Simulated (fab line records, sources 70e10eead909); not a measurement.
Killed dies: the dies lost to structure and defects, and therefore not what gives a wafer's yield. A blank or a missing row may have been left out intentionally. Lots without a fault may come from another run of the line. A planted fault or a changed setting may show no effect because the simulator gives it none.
Comparing a struck lot with a sound one -- flow nand harc -- 15 steps out of a route of 1159
Sound: the wafers L411.1, L411.2, L411.5. Wafers struck: L406.2, L406.3, L406.6. Last of all comes the cause.
For every step that has rows: the tool of each side, followed by ch and its chambers, followed by its first start. Under that, the readings that differ: sound wafers -- struck wafers -- difference of the means -- sigmas: that difference in standard deviations of wafers without a fault.
alike: readings with means less than 2 such deviations apart, plus words and numbers identical on both sides. not compared: withheld readings, readings lacking a value on some wafer, bounds such as >300 that could conceal the same value, and numbers that have no deviation in the record and whose values overlap.
The two part at a step that has a row with sigmas, a row that says differs or no value, or rows on one side only. Non-overlapping numbers with no deviation appear without sigmas and do not part them. Lack of a reading on every wafer of one side parts them only where that side has two or more wafers.

NHARC_P_GATE_INSPECT_28:
  sound on defect inspect-01 at day 8 08:52; struck on defect inspect-02 at day 6 21:58
  alike: raw defect count
NHARC_P_GATE_DESCUM_31: chemistry O2, time 3 s.
  sound on rie diel-11 ch 0,3, day 8 08:55; struck on rie diel-10 ch 1,3, day 6 22:02
  alike: drypump motor current A, oes product au, rf vpp V, showerhead plenum p Torr, throttle valve pct
  not compared: rf hours counter h
NHARC_P_GATE_ETCH_104: etches the open film in CF4/CHF3, target depth 60 nm.
  sound on rie diel-11 ch 0,2,3, day 8 09:02; struck on rie diel-10 ch 2,3, day 6 22:07
  alike: drypump motor current A, oes product au, rf vpp V, showerhead plenum p Torr, throttle valve pct
then, 2 steps without rows for these wafers: NHARC_P_GATE_HM_OPEN_105 (chemistry O2/COS, target depth 360 nm); NHARC_P_GATE_STRIP_106 (strips in O2/COS).
NHARC_P_GATE_ETCH_114: etches the open film in CF4/O2, target depth 30 nm, overetch 3 nm, time 16.5 s.
  sound: rie diel-11 ch 2,3; struck: rie diel-10 ch 0,1,3
  alike: drypump motor current A, oes product au, rf vpp V, showerhead plenum p Torr, throttle valve pct
  not compared: rf hours counter h
NHARC_P_GATE_ETCH_32: etches the open film in HBr/Cl2, target depth 150 nm, time 100.1 s.
  sound on rie si-03 ch 0,1,3, day 8 09:59; struck on rie si-01 ch 0,2, day 6 22:46
  alike: drypump motor current A, oes product au, throttle valve pct
  not compared: rf hours counter h
then, 1 step without rows for these wafers: NHARC_P_GATE_STRIP_108 (strips in O2).
NHARC_P_GATE_CD_MEAS_33:
  sound on cd sem-01 at day 8 10:19; struck on cd sem-03 at day 6 23:05
  alike: cd nm
then, 3 steps without rows for these wafers: NHARC_P_GATE_STRIP_35 (strips in SPM, time 600 s); NHARC_P_GATE_PRECLEAN_73 (cleans in SC1); NHARC_P_GATE_SRD_74.
NHARC_P_GATE_ALD_36: deposits SiNx, target thk 20 nm, pulse time 60 s, ald cycles 223.
  sound on ald sin-04 ch 0,1,2, day 8 10:47; struck on ald sin-02 ch 1,2, day 6 23:34
reading,sound,struck,difference,sigmas
ald cycles,223 223 223,408 408 408,+185,
  alike: heater power w, precursor pulse height rel
NHARC_P_GATE_ETCHBACK_37: etches the open film in CHF3/O2, target depth 34.5 nm, time 17.2 s.
  sound: rie diel-11 ch 0,2,3; struck: rie diel-11 ch 0,1
  alike: drypump motor current A, oes product au, rf vpp V, showerhead plenum p Torr, throttle valve pct
  not compared: rf hours counter h
next, for these wafers, 1 step has no rows: NHARC_END_SORT_01.

WHERE THEY PART
Nowhere in this record.

WHY: the cause the simulator had injected
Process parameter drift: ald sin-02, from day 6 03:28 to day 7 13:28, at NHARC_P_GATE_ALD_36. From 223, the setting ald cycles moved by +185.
